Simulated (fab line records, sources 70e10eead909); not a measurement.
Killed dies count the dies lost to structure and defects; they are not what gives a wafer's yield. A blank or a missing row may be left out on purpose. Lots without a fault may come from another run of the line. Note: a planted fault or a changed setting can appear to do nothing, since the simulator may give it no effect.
fab line records	flow nand_harc
[record] lots = 13	wafers = 39	last_day = 33
route steps=1302 shown P_GATE@157 END@1302
lots untouched by any fault: they come from a run of this same line in which no faults occurred
start_h: the number of hours between the record's first day and the start of the first shown wafer of the lot	wait_h: hours from the lot's prior step to this one	" the same as in the row above	L1.1+2: one row covering several wafers at once	- no value, or no start given	* or withheld: withheld	< > ~ a bound
route shown NAME@n: names a module that has steps shown in the file, with the first one's number in the route	usual: mean/standard deviation taken from wafers without a fault	same: alike in all rows	chamber/n: place in a boat	sites: per-site readings	_std_site: standard deviation of those values	_edge_site: the outer-site mean with the inner-site mean subtracted	radius_mm: for every site, how far away it sits from the centre of the wafer	mask NAME#n: copy n	behind: the last tool/chamber to shape the wafer	hold: cause of the lot's hold/its duration in hours/its outcome	device: which transistor (n, p or np) failed to switch	end of line: the same wafers' tests at the end of the route	a step given without rows: its recipe and nothing more	killed: at the first sort, the dies lost to defects and structure; wafer yield is something else	map: a wafer's dies, marking killed ones x, the rest . and places with no die _
set.NAME: the setting that was run; set.NAME@STEP: the one run at that earlier step	model.NAME: the simulator's own value behind a step, which no gauge read
the route's steps for a sample of lots (tables are steps, rows are wafers)
services: when a tool's chamber went out of use (start_h, in hours from the record's first day, below 0 if earlier), for how many hours, and the reason
[[steps]]
[step NHARC_P_GATE_STRIP_101]
[recipe] time_s = 20	o2_flow_sccm = 500	ar_flow_sccm = 0	bias_w = 0	chemistry = O2
[usual] drypump_motor_current_A = 5.7/0.47	o2_flow_sccm = 499.8/1.3	oes_product_au = 0.998/0.015	rf_vpp_V = 57.8/0.9	showerhead_plenum_p_Torr = 3.52/0.12	throttle_valve_pct = 17.038/0.01
lot.wafer	tool	chamber	start_h	wait_h	drypump_motor_current_A	o2_flow_sccm	oes_product_au	rf_hours_counter_h	rf_vpp_V	showerhead_plenum_p_Torr	throttle_valve_pct
L400.1	rie_diel-10	1	115.73	0.1	5.7	500.0	0.978	1.4	57.3	3.34	17.032
L400.2	"	3	"	"	6.4	497.9	1.010	2.0	58.3	3.61	17.038
L400.5	"	0	"	"	5.9	503.0	1.016	-	57.5	3.59	17.025
L401.3	rie_diel-04	3	125.80	0.1	5.9	499.6	0.988	6.7	58.0	3.62	17.037
L401.1	"	0	"	"	5.7	500.3	0.991	8.0	57.6	3.50	17.041
L401.6	"	3	"	"	6.0	500.7	0.985	-	58.7	3.62	17.041
L403.4	rie_diel-04	2	150.82	0.1	4.7	500.3	0.986	8.4	56.7	3.34	17.041
L403.5	"	0	"	"	5.7	500.8	1.003	-	57.0	3.50	17.043
L403.6	"	1	"	"	6.1	500.6	1.001	-	57.7	3.68	17.016
L414.2	rie_diel-10	2	255.73	0.1	5.2	499.6	0.991	0.0	56.6	3.49	17.059
L414.4	"	0	"	"	5.8	501.9	1.020	0.0	58.0	3.59	17.054
L414.5	"	2	"	"	5.2	498.9	0.994	-	57.2	3.49	17.047
L413.3	rie_diel-04	3	258.46	0.1	5.9	501.2	1.014	4.0	58.3	3.62	17.038
L413.5	"	2	"	"	4.7	497.6	1.001	-	57.0	3.34	17.043
L413.6	"	3	"	"	5.9	500.2	1.007	-	58.9	3.62	17.030
L415.1	rie_diel-04	2	275.80	0.1	4.7	498.8	1.011	5.2	56.9	3.34	17.049
L415.2	"	3	"	"	5.9	497.8	0.994	4.9	58.1	3.62	17.042
L415.3	"	1	"	"	6.2	499.0	0.971	4.8	59.1	3.68	17.044
L416.3	rie_diel-04	1	278.20	0.1	6.2	499.2	0.986	4.8	58.7	3.68	17.037
L416.2	"	2	"	"	4.7	499.5	1.022	5.2	56.4	3.34	17.037
L416.6	"	0	"	"	5.7	501.6	1.008	-	58.5	3.50	17.039
L417.1	rie_diel-10	1	287.95	0.1	5.7	500.2	1.023	1.3	58.6	3.34	17.052
L417.3	"	2	"	"	5.2	500.6	1.002	1.9	58.1	3.49	17.037
L417.5	"	3	"	"	6.4	499.6	1.019	-	57.7	3.61	17.033
L418.3	rie_diel-12	1	297.84	0.1	5.8	499.3	1.027	2.1	58.5	3.43	17.046
L418.5	"	0	"	"	6.0	500.6	0.982	-	57.5	3.44	17.036
L418.6	"	1	"	"	5.8	501.6	1.024	-	56.8	3.43	17.036
L419.4	rie_diel-12	2	313.30	0.1	5.6	500.4	1.010	3.2	57.8	3.49	17.053
L419.1	"	0	"	"	5.9	501.8	0.992	1.9	58.4	3.44	17.049
L419.5	"	2	"	"	5.6	497.3	0.998	-	57.2	3.49	17.048
L420.4	rie_diel-10	3	317.19	0.1	6.4	499.7	1.017	3.1	58.5	3.61	17.035
L420.1	"	1	"	"	5.7	499.2	1.020	2.1	57.5	3.34	17.025
L420.5	"	0	"	"	5.9	501.7	1.025	-	56.4	3.59	17.040
L421.4	rie_diel-12	2	330.39	0.1	5.6	501.0	0.998	3.5	57.8	3.49	17.027
L421.5	"	3	"	"	5.0	500.3	0.971	-	56.3	3.64	17.026
L421.6	"	0	"	"	5.9	500.8	0.987	-	57.9	3.44	17.045
L422.3	rie_diel-04	2	339.50	0.1	4.7	500.9	1.008	8.9	59.1	3.33	17.055
L422.4	"	0	"	"	5.7	497.7	1.008	8.9	57.5	3.50	17.040
L422.1	"	1	"	"	6.1	500.4	1.000	8.6	58.6	3.68	17.040
[step NHARC_P_GATE_STRIP_111]
[recipe] power_w = 1500	temp_c = 110	time_s = 250	chemistry = N2/H2
[usual] drypump_motor_current_A = 5.8/0.38	heater_power_w = 89/12
lot.wafer	tool	chamber	start_h	wait_h	drypump_motor_current_A	heater_power_w	rf_hours_counter_h
L400.2	plasma_asher-02	1	117.05	0.2	6.2	102	5
L400.1	"	0	"	"	5.7	80	5
L400.5	"	1	"	"	6.2	99	-
L401.1	plasma_asher-02	0	127.29	0.2	5.7	78	8
L401.3	"	0	"	"	5.7	78	-
L401.6	"	0	"	"	5.7	78	-
L403.4	plasma_asher-01	0	152.33	0.2	5.3	91	-
L403.6	"	0	"	"	5.3	92	-
L403.5	"	1	"	"	5.2	82	-
L414.2	plasma_asher-01	1	257.43	0.4	5.2	79	16
L414.4	"	0	"	"	5.3	95	-
L414.5	"	1	"	"	5.2	78	-
L413.3	plasma_asher-02	1	260.14	0.3	6.2	102	-
L413.5	"	0	"	"	5.7	76	-
L413.6	"	1	"	"	6.2	104	-
L415.2	plasma_asher-02	1	277.25	0.2	6.2	102	5
L415.1	"	0	"	"	5.7	76	5
L415.3	"	0	"	"	5.7	75	-
L416.2	plasma_asher-02	1	279.72	0.2	6.2	101	5
L416.3	"	0	"	"	5.7	74	-
L416.6	"	0	"	"	5.7	78	-
L417.1	plasma_asher-02	1	289.44	0.2	6.2	102	8
L417.3	"	1	"	"	6.2	107	-
L417.5	"	1	"	"	6.2	103	-
L418.3	plasma_asher-02	1	299.44	0.3	6.2	104	-
L418.5	"	0	"	"	5.7	76	-
L418.6	"	1	"	"	6.2	105	-
L419.1	plasma_asher-02	0	314.74	0.2	5.7	75	12
L419.4	"	1	"	"	6.2	101	-
L419.5	"	1	"	"	6.2	103	-
L420.1	plasma_asher-02	1	318.69	0.2	6.2	103	13
L420.4	"	0	"	"	5.7	73	-
L420.5	"	0	"	"	5.7	78	-
L421.4	plasma_asher-02	0	331.93	0.2	5.7	76	-
L421.5	"	0	"	"	5.7	76	-
L421.6	"	1	"	"	6.2	104	-
L422.1	plasma_asher-01	1	340.99	0.2	5.2	76	35
L422.3	"	1	"	"	5.2	77	-
L422.4	"	0	"	"	5.3	94	-
[step NHARC_P_GATE_STRIP_75]
[recipe] power_w = 1500	temp_c = 250	chemistry = O2
[usual] drypump_motor_current_A = 5.8/0.38	heater_power_w = 332/44
lot.wafer	tool	chamber	start_h	wait_h	drypump_motor_current_A	heater_power_w	rf_hours_counter_h
L400.2	plasma_asher-02	1	117.35	0.2	6.2	383	6
L400.1	"	0	"	"	5.7	301	6
L400.5	"	1	"	"	6.2	372	-
L401.1	plasma_asher-02	0	127.55	0.2	5.7	296	8
L401.3	"	0	"	"	5.7	290	-
L401.6	"	0	"	"	5.7	292	-
L403.4	plasma_asher-01	0	152.55	0.2	5.3	342	-
L403.6	"	0	"	"	5.3	348	-
L403.5	"	1	"	"	5.2	302	-
L414.2	plasma_asher-01	1	257.69	0.2	5.2	290	17
L414.4	"	0	"	"	5.3	359	-
L414.5	"	1	"	"	5.2	289	-
L413.3	plasma_asher-02	1	260.32	0.1	6.2	390	-
L413.5	"	0	"	"	5.8	280	-
L413.6	"	1	"	"	6.2	384	-
L415.2	plasma_asher-02	1	277.55	0.3	6.2	379	5
L415.1	"	0	"	"	5.7	290	5
L415.3	"	0	"	"	5.7	283	-
L416.2	plasma_asher-02	1	280.02	0.3	6.2	383	6
L416.3	"	0	"	"	5.7	289	-
L416.6	"	0	"	"	5.7	281	-
L417.1	plasma_asher-02	1	289.70	0.2	6.2	392	8
L417.3	"	1	"	"	6.2	376	-
L417.5	"	1	"	"	6.2	386	-
L418.3	plasma_asher-02	1	299.62	0.1	6.2	373	-
L418.5	"	0	"	"	5.7	289	-
L418.6	"	1	"	"	6.2	384	-
L419.1	plasma_asher-02	0	315.05	0.3	5.7	279	12
L419.4	"	1	"	"	6.2	384	-
L419.5	"	1	"	"	6.2	383	-
L420.1	plasma_asher-02	1	318.96	0.2	6.2	380	14
L420.4	"	0	"	"	5.7	286	-
L420.5	"	0	"	"	5.7	284	-
L421.4	plasma_asher-02	0	332.15	0.2	5.7	286	-
L421.5	"	0	"	"	5.8	282	-
L421.6	"	1	"	"	6.2	380	-
L422.1	plasma_asher-01	1	341.29	0.3	5.2	286	35
L422.3	"	1	"	"	5.2	288	-
L422.4	"	0	"	"	5.3	362	-
[step NHARC_P_GATE_EXPOSE_56]
[recipe] na = 0.6	target_cd_nm = 720	dose_mj = 14.81	mask_id = P_PSD
lot.wafer	tool	chamber	start_h	wait_h	mask
L400.1+2+5	krf_scanner-04	0	118.12	-	P_PSD#0
L401.1+3+6	krf_scanner-03	0	128.31	-	P_PSD#0
L403.4+5+6	krf_scanner-04	0	153.31	-	P_PSD_R1#0
L414.2+4+5	krf_scanner-04	0	258.33	-	P_PSD#0
L413.3+5+6	krf_scanner-03	0	261.07	-	P_PSD#0
L415.1+2+3	krf_scanner-04	0	278.37	-	P_PSD#0
L416.2+3+6	krf_scanner-04	0	280.68	-	P_PSD#0
L417.1+3+5	krf_scanner-04	0	290.33	-	P_PSD#0
L418.3+5+6	krf_scanner-04	0	300.24	-	P_PSD#0
L419.1+4+5	krf_scanner-03	0	315.81	-	P_PSD#0
L420.1+4+5	krf_scanner-03	0	319.59	-	P_PSD#0
L421.4+5+6	krf_scanner-03	0	332.79	-	P_PSD#0
L422.1+3+4	krf_scanner-04	0	342.05	-	P_PSD#0
[step NHARC_END_SORT_01]
[recipe] temp_c = 25
[usual] killed_at_array = 55/17	killed_at_other = 0.9/1.2	killed_at_periphery = 3.7/2.5	killed_dies = 59/18	killed_open = 3.4/1.9	killed_short = 2.6/1.6
[same] gross_dies = 677
lot.wafer	tool	chamber	start_h	wait_h	killed_at_array	killed_at_other	killed_at_periphery	killed_dies	killed_open	killed_short
L403.4	prober-02	0	638.19	3.4	73	0	3	76	4	3
L403.5	prober-02	0	638.99	3.7	71	0	2	73	3	1
L403.6	prober-02	0	639.78	4.0	70	0	1	71	10	2
L417.1	prober-02	0	731.48	2.5	59	0	4	63	6	2
L417.3	prober-02	0	733.09	3.1	54	0	4	58	2	6
L417.5	prober-02	0	734.71	3.7	50	0	4	54	4	4
L416.2	prober-01	0	732.19	2.8	87	0	4	91	3	3
L416.3	prober-01	0	732.99	3.1	65	0	3	68	1	1
L416.6	prober-01	0	735.39	4.0	76	0	4	80	6	2
L415.1	prober-01	0	739.18	2.5	60	2	7	69	7	1
L415.2	prober-01	0	739.97	2.8	38	0	5	43	6	2
L415.3	prober-01	0	740.77	3.1	50	1	8	59	4	4
// killed by level:class
L403.4 A_CHANNEL_HOLE_D1:chamber_film_flake=33 A_SLIT:chamber_film_flake=18 A_STAIRCASE:chamber_film_flake=8 A_CONTACT:chamber_film_flake=5 A_WL_FILL:geometric_particle:short=3 A_CHANNEL_HOLE_D2:chamber_film_flake=3 P_STI:chamber_film_flake=2 P_CONTACT:geometric_particle:open=1
L403.5 A_CHANNEL_HOLE_D1:chamber_film_flake=31 A_SLIT:chamber_film_flake=23 A_CHANNEL_HOLE_D2:chamber_film_flake=9 A_STAIRCASE:chamber_film_flake=4 P_CONTACT:geometric_particle:open=1 A_CHANNEL_HOLE_D1:geometric_particle:open=1 A_CHANNEL_FILL_D2:geometric_particle:open=1 A_WL_FILL:geometric_particle:short=1
L403.6 A_CHANNEL_HOLE_D1:chamber_film_flake=36 A_SLIT:chamber_film_flake=14 A_STAIRCASE:chamber_film_flake=4 A_CHANNEL_HOLE_D2:chamber_film_flake=3 A_ONON_D1:geometric_particle:open=2 A_DECK1_JOINT:geometric_particle:open=2 A_CONTACT:chamber_film_flake=2 P_M0:geometric_particle:open=1
L417.1 A_CHANNEL_HOLE_D1:chamber_film_flake=37 A_SLIT:chamber_film_flake=5 A_STAIRCASE:chamber_film_flake=4 A_CHANNEL_FILL_D1:chamber_film_flake=3 A_WL_FILL:geometric_particle:open=2 P_M1:chamber_film_flake=2 A_DECK1_JOINT:chamber_film_flake=2 A_CONTACT:chamber_film_flake=2
L416.2 A_CHANNEL_HOLE_D1:chamber_film_flake=35 A_CHANNEL_HOLE_D2:chamber_film_flake=22 A_BLC:chamber_film_flake=9 A_SLIT:chamber_film_flake=5 A_CONTACT:chamber_film_flake=4 A_CHANNEL_FILL_D2:chamber_film_flake=3 A_STAIRCASE:chamber_film_flake=3 A_ONON_D1:geometric_particle:open=2
L416.3 A_CHANNEL_HOLE_D1:chamber_film_flake=36 A_CHANNEL_HOLE_D2:chamber_film_flake=18 A_BLC:chamber_film_flake=4 A_CONTACT:chamber_film_flake=3 P_M1:chamber_film_flake=2 A_CHANNEL_FILL_D1:geometric_particle:short=1 A_CHANNEL_FILL_D2:geometric_particle:open=1 P_STI:chamber_film_flake=1
L417.3 A_CHANNEL_HOLE_D1:chamber_film_flake=32 A_CONTACT:chamber_film_flake=4 A_SLIT:chamber_film_flake=3 A_CHANNEL_FILL_D2:geometric_particle:short=2 A_WL_FILL:geometric_particle:short=2 P_M1:chamber_film_flake=2 A_CHANNEL_FILL_D1:chamber_film_flake=2 A_DECK1_JOINT:chamber_film_flake=2
L417.5 A_CHANNEL_HOLE_D1:chamber_film_flake=32 A_CONTACT:chamber_film_flake=4 A_DECK1_JOINT:geometric_particle:short=2 A_BLC:chamber_film_flake=2 A_CHANNEL_HOLE_D2:chamber_film_flake=2 P_CONTACT:geometric_particle:open=1 A_CHANNEL_FILL_D1:geometric_particle:open=1 A_DECK1_JOINT:geometric_particle:open=1
L416.6 A_CHANNEL_HOLE_D1:chamber_film_flake=34 A_CHANNEL_HOLE_D2:chamber_film_flake=18 A_CONTACT:chamber_film_flake=9 A_SLIT:chamber_film_flake=3 A_STAIRCASE:chamber_film_flake=3 A_BLC:chamber_film_flake=3 A_DECK1_JOINT:geometric_particle:open=2 P_GATE:geometric_particle:open=1
L415.1 A_SLIT:chamber_film_flake=33 A_CHANNEL_HOLE_D1:chamber_film_flake=8 A_CHANNEL_HOLE_D2:chamber_film_flake=5 P_CONTACT:geometric_particle:open=3 A_CONTACT:chamber_film_flake=3 P_M1:chamber_film_flake=2 A_DECK1_JOINT:chamber_film_flake=2 A_WL_FILL:chamber_film_flake=2
L415.2 A_SLIT:chamber_film_flake=16 A_CHANNEL_HOLE_D1:chamber_film_flake=5 P_GATE:chamber_film_flake=3 A_CONTACT:chamber_film_flake=3 A_CHANNEL_HOLE_D2:chamber_film_flake=2 A_WL_FILL:chamber_film_flake=2 A_ONON_D1:geometric_particle:short=1 A_CHANNEL_FILL_D1:geometric_particle:short=1
L415.3 A_SLIT:chamber_film_flake=26 A_CHANNEL_HOLE_D1:chamber_film_flake=8 A_CONTACT:chamber_film_flake=4 P_GATE:chamber_film_flake=3 A_CHANNEL_HOLE_D2:chamber_film_flake=3 P_M1:chamber_film_flake=2 A_STAIRCASE:chamber_film_flake=2 P_STI:geometric_particle:open=1
[[services]]
tool	chamber	start_h	hours	kind
rie_diel-04	3	92.06	7.0	repair
krf_scanner-03	-	99.35	0.7	repair
plasma_asher-02	-	102.88	1.5	repair
rie_diel-04	-	109.32	0.6	repair
rie_diel-04	3	119.95	3.8	repair
rie_diel-10	0	144.11	3.7	repair
krf_scanner-03	-	156.04	1.1	repair
plasma_asher-01	-	165.16	9.0	pm
rie_diel-10	0	172.89	3.9	repair
rie_diel-04	-	177.97	9.0	pm
krf_scanner-04	-	182.00	4.0	pm
rie_diel-10	1	186.70	1.3	repair
rie_diel-04	1	191.70	5.2	repair
krf_scanner-03	-	224.00	4.0	pm
krf_scanner-04	-	225.63	0.8	repair
rie_diel-10	-	242.50	9.0	pm
plasma_asher-02	-	249.16	9.0	pm
krf_scanner-04	-	266.26	2.8	repair
plasma_asher-02	-	287.80	1.2	repair
krf_scanner-03	-	297.07	5.8	repair
rie_diel-04	0	298.71	7.4	repair
krf_scanner-03	-	306.60	0.2	repair
krf_scanner-04	-	322.68	0.3	repair
rie_diel-04	1	339.61	9.7	repair
[[key]]
[first_sign] step = NHARC_P_GATE_EXPOSE_56	reading = mask	direction = changed
effect none on later readings
met_at NHARC_P_GATE_EXPOSE_56
struck_lots L403
tester_left_out L403
not_acting_at NHARC_P_GATE_STRIP_101,NHARC_P_GATE_STRIP_111,NHARC_P_GATE_STRIP_75
onset_between 118.12 153.31
[fault] kind = wrong_mask	tool = any	chamber = -	onset_h = 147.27	steps = NHARC_P_GATE_EXPOSE_56	aux_copy = P_PSD_R1#0	cd_offset_nm = -5.6184	scope = struck_lots_only
// tester_left_out: of these lots the tester's yield and bins aren't shown, on N5 and GAA mostly nor the transistor test; their killed dies are dies lost to structure and defects alone, not to doping, threshold or leakage, so they don't give the yield
